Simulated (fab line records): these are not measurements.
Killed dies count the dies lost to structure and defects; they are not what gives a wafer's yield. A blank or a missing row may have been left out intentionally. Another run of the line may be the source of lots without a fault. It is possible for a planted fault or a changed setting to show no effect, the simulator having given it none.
Matching of chambers + flow n5Finfet + 4 sister chambers for N5_BEOL_M6_STRIP_36 on rieDiel-04
The step strips in N2/H2. 18 wafers are shown with their chamber, then 9 later ones without.

## WAFERS WITH THEIR CHAMBER
| wafer  | chamber | drypumpMotorCurrentA (A) | showerheadPlenumPTorr (Torr) | oesProductAu (a.u.) |
|--------|---------|--------------------------|------------------------------|---------------------|
| L075.2 | 2       | 6.0                      | 2.50                         | 0.73                |
| L075.4 | 1       | 6.2                      | 2.62                         | 0.72                |
| L075.5 | 1       | 6.2                      | 2.62                         | 0.72                |
| L076.3 | 1       | 6.2                      | 2.62                         | 0.71                |
| L076.4 | 2       | 5.9                      | 2.50                         | 0.72                |
| L076.5 | 3       | 5.5                      | 2.57                         | 0.89                |
| L079.1 | 2       | 5.9                      | 2.49                         | 0.70                |
| L079.2 | 3       | 5.5                      | 2.57                         | 0.86                |
| L079.3 | 0       | 6.1                      | 2.58                         | 0.88                |
| L081.2 | 1       | 6.2                      | 2.61                         | 0.70                |
| L081.3 | 0       | 6.1                      | 2.58                         | 0.89                |
| L081.4 | 3       | 5.5                      | 2.57                         | 0.86                |
| L082.3 | 0       | 6.1                      | 2.58                         | 0.89                |
| L082.5 | 2       | 5.9                      | 2.49                         | 0.70                |
| L082.6 | 3       | 5.5                      | 2.57                         | 0.85                |
| L090.4 | 2       | 5.9                      | 2.48                         | 0.69                |
| L090.5 | 2       | 5.9                      | 2.48                         | 0.70                |
| L090.6 | 3       | 5.5                      | 2.56                         | 0.84                |

SIGNATURES (means of the wafers above)
| reading               | chamber 0 | chamber 1 | chamber 2 | chamber 3 | scatter within a chamber |
|-----------------------|-----------|-----------|-----------|-----------|--------------------------|
| drypumpMotorCurrentA  | 6.100     | 6.200     | 5.917     | 5.500     | 0.0244                   |
| showerheadPlenumPTorr | 2.5800    | 2.6175    | 2.4900    | 2.5680    | 0.0063                   |
| oesProductAu          | 0.8867    | 0.7125    | 0.7067    | 0.8600    | 0.0143                   |
Rule: distance of a wafer from a chamber = root of the sum over the readings of ((wafer's reading minus chamber's mean) / reading's scatter) squared. The wafer belongs to the nearest chamber; if the next one is less than 2 further off, it can't be placed. The scatter: take each reading less its chamber's mean, square it, sum over the shown wafers, divide by the number of wafers less the number of chambers, and take the root.

## WAFERS WITHOUT THEIR CHAMBER
| wafer  | drypumpMotorCurrentA (A) | showerheadPlenumPTorr (Torr) | oesProductAu (a.u.) |
|--------|--------------------------|------------------------------|---------------------|
| L092.3 | 6.1                      | 2.57                         | 0.87                |
| L092.4 | 6.3                      | 2.60                         | 0.69                |
| L092.5 | 6.1                      | 2.57                         | 0.87                |
| L095.2 | 6.2                      | 2.60                         | 0.68                |
| L095.3 | 5.5                      | 2.56                         | 0.83                |
| L095.6 | 5.5                      | 2.55                         | 0.82                |
| L093.1 | 6.1                      | 2.57                         | 0.85                |
| L093.2 | 6.3                      | 2.60                         | 0.68                |
| L093.6 | 5.5                      | 2.55                         | 0.83                |

## WHICH CHAMBER EACH ONE RAN IN
| wafer  | from the rows above | in truth |
|--------|---------------------|----------|
| L092.3 | 0                   | 0        |
| L092.4 | 1                   | 1        |
| L092.5 | 0                   | 0        |
| L095.2 | 1                   | 1        |
| L095.3 | 3                   | 3        |
| L095.6 | 3                   | 3        |
| L093.1 | 0                   | 0        |
| L093.2 | 1                   | 1        |
| L093.6 | 3                   | 3        |
Placed correctly: 9 of 9. From these rows, 0 cannot be placed. Wrongly placed: 0.
